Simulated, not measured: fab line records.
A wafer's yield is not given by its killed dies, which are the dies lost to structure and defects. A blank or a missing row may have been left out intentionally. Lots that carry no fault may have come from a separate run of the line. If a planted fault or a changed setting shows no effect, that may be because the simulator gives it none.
Chamber matching | flow nand-harc | 3 sister chambers for NHARC_P_BONDPAD_DEP_00 on pecvd-03
The step deposits SiCN, target thk 250 nm. 3 wafers are shown with their chamber, then 10 later ones without.

== WAFERS PAIRED WITH THEIR CHAMBERS ==
wafer  | chamber | heater-power-w (W)
L087.5 | 2       | 615
L088.2 | 1       | 590
L088.3 | 0       | 380

== WAFERS WITH NO CHAMBER GIVEN ==
wafer  | heater-power-w (W)
L088.5 | 635
L089.3 | 652
L089.4 | 370
L089.5 | 662
L093.3 | 455
L093.5 | 460
L093.6 | 537
L096.1 | 668
L096.5 | 674
L096.6 | 644

== THE CHAMBER EACH PASSED THROUGH ==
wafer  | from the rows above          | in truth
L088.5 | can't be placed: 2 or 1      | 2
L089.3 | can't be placed: 2 or 1      | 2
L089.4 | 0                            | 0
L089.5 | can't be placed: 2 or 1      | 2
L093.3 | can't be placed: 0 or 1 or 2 | 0
L093.5 | can't be placed: 0 or 1 or 2 | 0
L093.6 | can't be placed: 1 or 2      | 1
L096.1 | can't be placed: 2 or 1      | 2
L096.5 | can't be placed: 2 or 1      | 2
L096.6 | can't be placed: 2 or 1      | 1
1 of 10 placed correctly. Cannot be placed on the basis of these rows: 9; the candidates contain the true chamber in 9. 0 placed wrongly.
How it was worked out, from the rows above alone: a wafer's distance from a chamber is the root of the sum, over the readings, of the square of ((its reading less the chamber's mean) divided by the reading's scatter). The wafer belongs to the nearest chamber; if the next one is less than 2 further off, it can't be placed. A chamber's mean is the mean of its shown wafers. The scatter: with one shown wafer a chamber, the root of the mean of the squares of how far each hidden wafer lies from its nearest shown one.
